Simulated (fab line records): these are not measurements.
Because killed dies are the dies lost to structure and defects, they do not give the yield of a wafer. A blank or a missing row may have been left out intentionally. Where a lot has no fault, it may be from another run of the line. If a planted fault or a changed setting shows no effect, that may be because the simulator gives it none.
Split-lot experiment -- flow n5_finfet -- 21 wafers read across 7 lots, on a route 1938 steps long

ON THE SPLIT
At N5_PMOS_HMC_CHANNEL_EPI_COAT_03 (resist thk 205 nm), the setting spin_rpm was moved away from the recipe's 1500 rpm on 7 of the 21 wafers read, by -8.6% to +6.5%. The other wafers ran this setting at the recipe's value.

FROM THE SPLIT TO THE READING: what the file shows between them, 6 steps
- N5_PMOS_HMC_CHANNEL_EPI_EXPOSE_06: exposes mask PMOS HMC BLK, target cd 240 nm (also split here: dose_mj)
- N5_PMOS_HMC_CHANNEL_EPI_PEB_07: peb time 60 s
- N5_PMOS_HMC_CHANNEL_EPI_DEVELOP_08: develop time 30 s
- N5_PMOS_HMC_CHANNEL_EPI_CD_MEAS_09: target cd 237.4 nm
- N5_PMOS_HMC_CHANNEL_EPI_DESCUM_14: chemistry O2, time 7.9 s
- N5_PMOS_HMC_CHANNEL_EPI_ETCH_32: etches BARC in N2/H2, stops on SiO2, target depth 85.8 nm, time 50.3 s

THE READING
CAR-ArF-block_of_PMOS_HMC_CHANNEL_EPI_COAT_03.thk_nm (the simulator's own value, which no gauge read), in nm, at N5_PMOS_HMC_CHANNEL_EPI_HM_OPEN_15 (chemistry CHF3/O2, target SiO2, target depth 40.6 nm, time 20.3 s). There is no usual value for it anywhere in the file. Here, 14 wafers ran the recipe; their average is 92.41 nm with a standard deviation of 1.4 nm.

wafer,"tool, chamber at the split","spin_rpm as run, rpm",against the recipe,"CAR-ArF-block_of_PMOS_HMC_CHANNEL_EPI_COAT_03.thk_nm, nm",against lot-mates on the recipe
L075.1,"litho_track-01, 0",1500,recipe,89.3,-
L075.3,"litho_track-01, 0",1562,+4.1%,87.92,-2.48
L075.6,"litho_track-01, 0",1500,recipe,91.51,-
L077.1,"litho_track-01, 0",1500,recipe,92.2,-
L077.2,"litho_track-01, 0",1500,recipe,92.65,-
L077.5,"litho_track-01, 0",1500,recipe,92.79,-
L078.2,"litho_track-01, 0",1426,-4.9%,98.11,+5.04
L078.3,"litho_track-01, 0",1426,-4.9%,96.97,+3.90
L078.4,"litho_track-01, 0",1500,recipe,93.07,-
L081.2,"litho_track-05, 0",1500,recipe,92.38,-
L081.3,"litho_track-05, 0",1500,recipe,92.04,-
L081.5,"litho_track-05, 0",1500,recipe,94.43,-
L090.4,"litho_track-01, 0",1597,+6.5%,87.28,-2.53
L090.5,"litho_track-01, 0",1500,recipe,89.81,-
L090.6,"litho_track-01, 0",1597,+6.5%,85.76,-4.05
L091.2,"litho_track-01, 0",1500,recipe,93.6,-
L091.5,"litho_track-01, 0",1500,recipe,93.97,-
L091.6,"litho_track-01, 0",1500,recipe,92.86,-
L092.2,"litho_track-01, 0",1371,-8.6%,101,+7.90
L092.3,"litho_track-01, 0",1500,recipe,93.1,-
L092.6,"litho_track-01, 0",1371,-8.6%,104.8,+11.70

THE FIT
A straight line over all 21 wafers: CAR-ArF-block_of_PMOS_HMC_CHANNEL_EPI_COAT_03.thk_nm changes by -1.09 nm for each +1% of spin_rpm; r = -0.95; the points scatter about the line by 1.5 nm.
The same after taking each lot's own level away (the mean of its wafers on the recipe; 21 wafers): -0.876 nm for each +1%; r = -0.93; scatter 1.3 nm.
Per that fit: largest spin_rpm move, reading shift of 7.5 nm.
Across the lots, their own levels run from 89.810 to 93.477 nm, a range of 2.7 times the standard deviation given above.
Thus the slope moves with the lot-to-lot level: the two fits are different.
Check: for one of the wafers moved furthest among these (-8.6%), held out of the fit, the line's prediction against its lot-mates is +8.1 nm. Against them it came out at +7.9 nm.

OTHER SPLITS APPLIED TO THESE WAFERS
Other splits were also applied to these wafers ahead of the reading. Each is held against what the fit with the lots' levels taken away leaves over:
other split on the same wafers,wafers away from the commonest value,r with CAR-ArF-block_of_PMOS_HMC_CHANNEL_EPI_COAT_03.thk_nm (lot level and that fit taken away)
N5_PMOS_HMC_CHANNEL_EPI_EXPOSE_06 dose_mj,12,+0.24

THE WHOLE CHAIN: every reading that the file lists as answering this split, in the file's order
step,what it does,reading,change (the file's fit),r (the file's)
N5_PMOS_HMC_CHANNEL_EPI_COAT_03,resist thk 205 nm,"CAR-ArF-block_of_PMOS_HMC_CHANNEL_EPI_COAT_03.thk_nm (the simulator's own value, which no gauge read)",-1.09 nm for each +1% of the setting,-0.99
N5_PMOS_HMC_CHANNEL_EPI_ETCH_32,"etches BARC in N2/H2, stops on SiO2, target depth 85.8 nm, time 50.3 s","CAR-ArF-block_of_PMOS_HMC_CHANNEL_EPI_COAT_03.thk_nm (the simulator's own value, which no gauge read)",-0.906 nm for each +1% of the setting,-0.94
N5_PMOS_HMC_CHANNEL_EPI_HM_OPEN_15,"chemistry CHF3/O2, target SiO2, target depth 40.6 nm, time 20.3 s","CAR-ArF-block_of_PMOS_HMC_CHANNEL_EPI_COAT_03.thk_nm (the simulator's own value, which no gauge read)",-0.876 nm for each +1% of the setting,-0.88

FILE'S OWN FIT
CAR-ArF-block_of_PMOS_HMC_CHANNEL_EPI_COAT_03.thk_nm changes by -0.876 nm for each +1% of spin_rpm, r = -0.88.
